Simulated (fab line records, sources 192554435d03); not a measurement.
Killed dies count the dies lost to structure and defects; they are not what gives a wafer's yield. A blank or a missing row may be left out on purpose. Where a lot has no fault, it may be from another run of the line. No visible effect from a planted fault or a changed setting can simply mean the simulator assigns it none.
Matching of chambers / flow n5 finfet / N5_MOL_CONTACT_COAG_ETCH_47 on rie diel-04: 4 sister chambers
The step etches SiNx in CH3F/O2, stops on W, target depth 27 nm. 18 wafers are shown with their chamber, then 9 later ones without.

EACH WAFER AND ITS CHAMBER
wafer=L074.3; chamber=3; showerhead plenum p Torr (Torr)=1.98; throttle valve pct (%)=15.94; drypump motor current A (A)=5.3
wafer=L074.5; chamber=3; showerhead plenum p Torr (Torr)=1.98; throttle valve pct (%)=15.93; drypump motor current A (A)=5.3
wafer=L074.6; chamber=0; showerhead plenum p Torr (Torr)=1.91; throttle valve pct (%)=16.33; drypump motor current A (A)=5.6
wafer=L075.2; chamber=1; showerhead plenum p Torr (Torr)=1.91; throttle valve pct (%)=15.95; drypump motor current A (A)=5.2
wafer=L075.4; chamber=3; showerhead plenum p Torr (Torr)=1.98; throttle valve pct (%)=15.92; drypump motor current A (A)=5.4
wafer=L075.6; chamber=1; showerhead plenum p Torr (Torr)=1.91; throttle valve pct (%)=15.96; drypump motor current A (A)=5.2
wafer=L076.1; chamber=1; showerhead plenum p Torr (Torr)=1.91; throttle valve pct (%)=15.96; drypump motor current A (A)=5.2
wafer=L076.4; chamber=0; showerhead plenum p Torr (Torr)=1.91; throttle valve pct (%)=16.35; drypump motor current A (A)=5.6
wafer=L076.5; chamber=3; showerhead plenum p Torr (Torr)=1.98; throttle valve pct (%)=15.92; drypump motor current A (A)=5.3
wafer=L079.1; chamber=0; showerhead plenum p Torr (Torr)=1.91; throttle valve pct (%)=16.34; drypump motor current A (A)=5.6
wafer=L079.2; chamber=2; showerhead plenum p Torr (Torr)=2.07; throttle valve pct (%)=16.40; drypump motor current A (A)=5.8
wafer=L079.3; chamber=1; showerhead plenum p Torr (Torr)=1.90; throttle valve pct (%)=15.97; drypump motor current A (A)=5.2
wafer=L084.2; chamber=0; showerhead plenum p Torr (Torr)=1.91; throttle valve pct (%)=16.35; drypump motor current A (A)=5.6
wafer=L084.3; chamber=1; showerhead plenum p Torr (Torr)=1.90; throttle valve pct (%)=16.00; drypump motor current A (A)=5.3
wafer=L084.4; chamber=3; showerhead plenum p Torr (Torr)=1.97; throttle valve pct (%)=15.97; drypump motor current A (A)=5.4
wafer=L086.2; chamber=0; showerhead plenum p Torr (Torr)=1.91; throttle valve pct (%)=16.35; drypump motor current A (A)=5.6
wafer=L086.3; chamber=3; showerhead plenum p Torr (Torr)=1.97; throttle valve pct (%)=15.97; drypump motor current A (A)=5.3
wafer=L086.5; chamber=1; showerhead plenum p Torr (Torr)=1.90; throttle valve pct (%)=16.02; drypump motor current A (A)=5.2

SIGNATURES (averages over the wafers above)
reading=showerhead plenum p Torr; chamber 0=1.9100; chamber 1=1.9050; chamber 2=2.0700; chamber 3=1.9767; scatter within a chamber=0.0045
reading=throttle valve pct; chamber 0=16.3440; chamber 1=15.9767; chamber 2=16.4000; chamber 3=15.9417; scatter within a chamber=0.0219
reading=drypump motor current A; chamber 0=5.600; chamber 1=5.217; chamber 2=5.800; chamber 3=5.333; scatter within a chamber=0.0393
Rule: for a wafer and a chamber, the distance is found by dividing, reading by reading, the gap between the wafer's reading and the chamber's mean by the reading's scatter, squaring, summing and taking the root. The wafer belongs to the nearest chamber; if the next one is less than 2 further off, it can't be placed. How the scatter is found: for the shown wafers, subtract from each reading the mean of its chamber, square and add these, divide the total by (wafers less chambers), then take the root.

WAFERS MISSING THEIR CHAMBER
wafer=L088.2; showerhead plenum p Torr (Torr)=1.97; throttle valve pct (%)=15.99; drypump motor current A (A)=5.3
wafer=L088.4; showerhead plenum p Torr (Torr)=1.91; throttle valve pct (%)=16.37; drypump motor current A (A)=5.5
wafer=L088.5; showerhead plenum p Torr (Torr)=1.97; throttle valve pct (%)=15.99; drypump motor current A (A)=5.3
wafer=L092.1; showerhead plenum p Torr (Torr)=2.06; throttle valve pct (%)=16.49; drypump motor current A (A)=5.8
wafer=L092.3; showerhead plenum p Torr (Torr)=1.96; throttle valve pct (%)=16.00; drypump motor current A (A)=5.4
wafer=L092.4; showerhead plenum p Torr (Torr)=2.06; throttle valve pct (%)=16.46; drypump motor current A (A)=5.8
wafer=L095.3; showerhead plenum p Torr (Torr)=2.06; throttle valve pct (%)=16.49; drypump motor current A (A)=5.8
wafer=L095.5; showerhead plenum p Torr (Torr)=2.06; throttle valve pct (%)=16.49; drypump motor current A (A)=5.8
wafer=L095.6; showerhead plenum p Torr (Torr)=1.89; throttle valve pct (%)=16.04; drypump motor current A (A)=5.3

CHAMBER TAKEN BY EACH
wafer=L088.2; from the rows above=3; in truth=3
wafer=L088.4; from the rows above=0; in truth=0
wafer=L088.5; from the rows above=3; in truth=3
wafer=L092.1; from the rows above=2; in truth=2
wafer=L092.3; from the rows above=3; in truth=3
wafer=L092.4; from the rows above=2; in truth=2
wafer=L095.3; from the rows above=2; in truth=2
wafer=L095.5; from the rows above=2; in truth=2
wafer=L095.6; from the rows above=1; in truth=1
Correct placement for 9 of the 9. Number that these rows cannot place: 0. Wrongly placed: 0.
